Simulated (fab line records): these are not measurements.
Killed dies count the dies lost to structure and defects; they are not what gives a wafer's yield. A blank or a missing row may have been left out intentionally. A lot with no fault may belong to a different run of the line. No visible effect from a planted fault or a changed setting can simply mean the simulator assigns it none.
Code-filled problem report in 8D (eight disciplines) form    flow n5Finfet    the parts of the form that need people (team, actions taken, sign-off) are left out

== 1. PROBLEM STATEMENT ==
M3_THK at N5_BEOL_M3_THK_MEAS_53 reads a mean of 150.7 nm on 3 wafers of 1 lot; wafers without a fault read 39.9 nm with a standard deviation of 1.5. That puts it +74 standard deviations away from the usual mean.
The step: measures by xrf.
Earliest sighting: wafer L677.1 on filmMetro-01 at day 10 18:17. Wafers with a number at this step in the record: 27, from 9 lots. By rule, "out" or "out of limits" means more than 4 standard deviations away from the usual mean. Any other wafer with a number is counted as sound.

== 2. WHAT THIS IS AND IS NOT ==
question                     is                      is not
which readings at this step  M3_THK                  -
which lots                   L677                    L671, L672, L673, L681, L686, L691, L692, L693
which wafers of those lots   all that have a number  -
read on which gauges         filmMetro-01            filmMetro-02
when                         from day 10 18:17       up to then (9 sound wafers); but 15 sound wafers of L681, L686, L691, L692, L693 came after

== 3. SUSPECTS, AND WHAT RULES EACH OUT ==
Counting: any tool at a process step up to the reading is kept as a suspect provided that every lot that is out went through it and no sound lot did after the first of them.
- ruled out: the gauge at N5_BEOL_M3_THK_MEAS_53. All the wafers that are out were read on filmMetro-01, but those of them that N5_BEOL_M3_CMP_52 has rows for are out there too, on other tools.
- pvdSputter-01 at N5_BEOL_M3_ANNEAL_87 (time 240 s): ruled out as a lasting fault. Sound lots L692 ran on it after its first lot that is out, L677 (day 10 16:06).
- pvdSputter-01 at N5_BEOL_M3_ANNEAL_89 (time 240 s): ruled out as a lasting fault. Sound lots L692 ran on it after its first lot that is out, L677 (day 10 16:19).
- cmp-04 at N5_BEOL_M3_CMP_52 (polishes, stops on SiOC, t overpolish 6.8 s, target thk 40 nm): kept. It ran the lot that is out, L677 (day 10 17:59), and no sound lot after that; its last sound lot up to then is L673 (day 10 01:10). Its own readings are out on those wafers: barrierFieldEndpointS, overpolishRunS, timeToEndpointS.
Remaining after the count: cmp-04 at N5_BEOL_M3_CMP_52.

== 4. THE CAUSE (what the simulator had put in) ==
Drift in process parameters on cmp-04 at N5_BEOL_M3_CMP_52, starting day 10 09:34. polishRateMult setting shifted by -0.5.
After counting, this tool was the only one left.

== 5. SEQUENCE OF EFFECTS, ordered by route ==
Each row: a reading where the mean over the struck wafers with a number is more than 3 standard deviations away from the usual. Only readings for which the record gives a usual standard deviation are gone through. hours: the time from each lot's start at the first step in this table that gives one to its start at this step, as a median over the lots. sigmas: the change in usual standard deviations.
hours  step                     reading                usual    on struck wafers  change  sigmas
0      N5_BEOL_M3_CMP_52        barrierFieldEndpointS  24.4 s   41.3              +16.9   +31
0      N5_BEOL_M3_CMP_52        overpolishRunS         6.801 s  0.038             -6.763  -99 or more
0      N5_BEOL_M3_CMP_52        timeToEndpointS        60 s     81                +21     +6.8
0      N5_BEOL_M3_THK_MEAS_53   M3_THK                 39.9 nm  150.7             +110.8  +74
1      N5_BEOL_M3_INSPECT_59    rawDefectCount         70       5063              +4993   +99 or more
143    N5_PASSIVATION_PROBE_49  defectLimitedYield     90.8 %   0.0               -90.8   -53
143    N5_PASSIVATION_PROBE_49  killed_at_M0_to_M3     37       1091              +1054   +88
143    N5_PASSIVATION_PROBE_49  killedDies             109      1180              +1071   +54
143    N5_PASSIVATION_PROBE_49  killedOnRim            14       152               +138    +32
143    N5_PASSIVATION_PROBE_49  sortNPass              1071     0                 -1071   -54
143    N5_PASSIVATION_PROBE_49  sortYieldPct           90.8 %   0.0               -90.8   -53
Its process steps:
- N5_BEOL_M3_CMP_52: polishes, stops on SiOC, t overpolish 6.8 s, target thk 40 nm.
- N5_PASSIVATION_PROBE_49

== 6. HOW IT WOULD HAVE BEEN CAUGHT EARLIER ==
Counted from the fault's start at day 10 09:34, it took 9 hours until the first out-of-limits reading at a measuring or inspecting step in this record, taken at day 10 18:17.
The tool's own readings at N5_BEOL_M3_CMP_52 were out on every struck wafer that the step has a row for (barrierFieldEndpointS, overpolishRunS, timeToEndpointS): an alarm limit on them would have fired on the first of those.
Lots out: 1; all had begun N5_BEOL_M3_CMP_52 on cmp-04 by day 10 18:17. None of them would have been spared by holding the tool at that moment.
